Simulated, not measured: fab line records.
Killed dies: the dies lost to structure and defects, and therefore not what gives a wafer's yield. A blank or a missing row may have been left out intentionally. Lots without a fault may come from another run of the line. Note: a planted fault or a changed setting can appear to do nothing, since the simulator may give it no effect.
Matching of chambers | flow nandHarc | NHARC_A_BONDPAD_DESCUM_11 on rieDiel-03 has 4 sister chambers
The step chemistry O2, time 3 s. 8 wafers are shown with their chamber, then 12 later ones without.

WAFERS WITH THEIR CHAMBER
wafer  | chamber | drypumpMotorCurrentA (A) | oesProductAu (a.u.)
L084.5 | 3       | 5.6                      | 1.003
L088.3 | 1       | 5.7                      | 1.005
L086.1 | 3       | 5.6                      | 0.999
L089.6 | 1       | 5.8                      | 1.004
L092.6 | 0       | 4.9                      | 1.022
L090.2 | 2       | 5.6                      | 0.985
L090.4 | 0       | 4.9                      | 1.011
L090.6 | 2       | 5.6                      | 0.990

WAFERS WITH NO CHAMBER GIVEN
wafer  | drypumpMotorCurrentA (A) | oesProductAu (a.u.)
L093.1 | 5.6                      | 1.012
L093.3 | 4.9                      | 1.016
L093.5 | 5.6                      | 1.010
L097.1 | 5.7                      | 0.998
L097.2 | 5.6                      | 0.995
L097.5 | 5.5                      | 0.989
L095.1 | 5.6                      | 1.001
L095.4 | 5.6                      | 0.980
L095.6 | 5.6                      | 0.990
L094.2 | 5.6                      | 0.993
L094.4 | 5.6                      | 1.001
L094.6 | 5.6                      | 1.003

THE CHAMBER EACH PASSED THROUGH
wafer  | from the rows above          | in truth
L093.1 | 3                            | 3
L093.3 | 0                            | 0
L093.5 | 3                            | 3
L097.1 | can't be placed: 1 or 3 or 2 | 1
L097.2 | can't be placed: 3 or 2      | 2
L097.5 | can't be placed: 2 or 3      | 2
L095.1 | 3                            | 3
L095.4 | 2                            | 2
L095.6 | can't be placed: 2 or 3      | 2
L094.2 | can't be placed: 2 or 3      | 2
L094.4 | 3                            | 3
L094.6 | 3                            | 3
Correctly placed: 7 of 12. Unplaceable from these rows: 5, with the true chamber sitting among the candidates in 5. Placed wrongly: 0.
How it was worked out, from the rows above alone: a wafer's distance from a chamber is the root of the sum, over the readings, of the square of ((its reading less the chamber's mean) divided by the reading's scatter). If the next closest chamber is less than 2 further off than the closest, the wafer can't be placed; otherwise it belongs to the closest. The mean given for a chamber averages the wafers shown for that chamber. The scatter: the root of (the sum of the squares of (reading less its chamber's mean) over the shown wafers, divided by (wafers less chambers)).
